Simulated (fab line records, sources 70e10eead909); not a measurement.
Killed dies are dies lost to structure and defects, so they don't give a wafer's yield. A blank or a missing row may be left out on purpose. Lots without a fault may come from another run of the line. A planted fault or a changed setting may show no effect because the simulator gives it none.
Problem report in the 8D (eight disciplines) form, filled by code | flow nand_harc | the parts of the form that need people (team, actions taken, sign-off) are left out

1. THE PROBLEM
rf_fwd_power_W at NHARC_P_BONDPAD_DEP_00 reads a mean of 270.0 W on 2 wafers of 2 lots; wafers without a fault read 449.2 W with a standard deviation of 1.5. That is -99 or more standard deviations from the usual mean.
The step: deposits SiCN, target thk 250 nm.
First seen on wafer L578.4, day 9 16:08, on pecvd-01. The record holds 36 wafers of 12 lots with a number at this step. Rule for "out", or "out of limits": more than 4 standard deviations from the usual mean. The other wafers with a number count as sound.

2. WHAT IT IS AND WHAT IT IS NOT
question                    | is                               | is not
which readings at this step | rf_fwd_power_W, showerhead_vpp_V | heater_power_w
which lots                  | L578, L579                       | L574, L575, L577, L587, L588, L589, L590, L591, L593, L594
which wafers of those lots  | L578.4, L579.6                   | L578.2, L578.5, L579.2, L579.5
read on which tools         | pecvd-01                         | pecvd-02, pecvd-04
when                        | from day 9 16:08                 | up to then (11 sound wafers); but 23 sound wafers of L579, L587, L588, L589, L590, L591, L593, L594 came after

3. SUSPECTS, AND WHAT RULES EACH OUT
Counting: a tool at a process step up to the reading stays a suspect if it ran every lot that is out. Sound lots after the first of them don't rule it out here, since some wafers of a struck lot are sound.
- pvd_sputter-03 at NHARC_P_M2_PVD_20 (deposits TaN, target thk 5 nm, time 8.06 s): kept. It ran every lot that is out, first L578 (day 9 16:08). NHARC_P_M2_PVD_20 gives no start for some lots, so the hours and the order of its lots are those of NHARC_P_BONDPAD_DEP_00.
- pecvd-01 at NHARC_P_BONDPAD_DEP_00 (deposits SiCN, target thk 250 nm): kept. It ran every lot that is out, first L578 (day 9 16:08); its last sound lot up to then is L577 (day 9 00:06). Its own readings are out on those wafers: rf_fwd_power_W, showerhead_vpp_V.
- Within pecvd-01 at NHARC_P_BONDPAD_DEP_00: the wafers that are out ran in chamber 2; their sound lot-mates ran in chambers 0, 1.
Left after counting: pvd_sputter-03 at NHARC_P_M2_PVD_20, pecvd-01 at NHARC_P_BONDPAD_DEP_00.

4. THE CAUSE (what the simulator had put in)
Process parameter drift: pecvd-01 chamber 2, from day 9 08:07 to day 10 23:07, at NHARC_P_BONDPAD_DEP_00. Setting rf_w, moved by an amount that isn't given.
Counting left 2 suspects, and this tool is among them.

5. THE CHAIN OF EFFECTS, in route order
Each row: a reading whose mean over the struck wafers that have a number lies more than 3 standard deviations from the usual. Only readings for which the record gives a usual standard deviation are gone through. hours: the time from each lot's start at the first step in this table that gives one to its start at this step, as a median over the lots. sigmas: the change in usual standard deviations.
hours | step                   | reading          | usual   | on struck wafers | change | sigmas
0     | NHARC_P_BONDPAD_DEP_00 | rf_fwd_power_W   | 449.2 W | 270.0            | -179.2 | -99 or more
0     | NHARC_P_BONDPAD_DEP_00 | showerhead_vpp_V | 1325 V  | 1064             | -262   | -4.9
The process steps in it:
- NHARC_P_BONDPAD_DEP_00: deposits SiCN, target thk 250 nm.
Later measuring or inspecting steps at which every struck wafer that the step has a row for has a number for every such reading, and none has moved that far: NHARC_END_SORT_01.

6. WHAT WOULD HAVE CAUGHT IT SOONER
In this record the first reading out of limits was taken at day 9 16:08, 8 hours after the fault began at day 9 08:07.
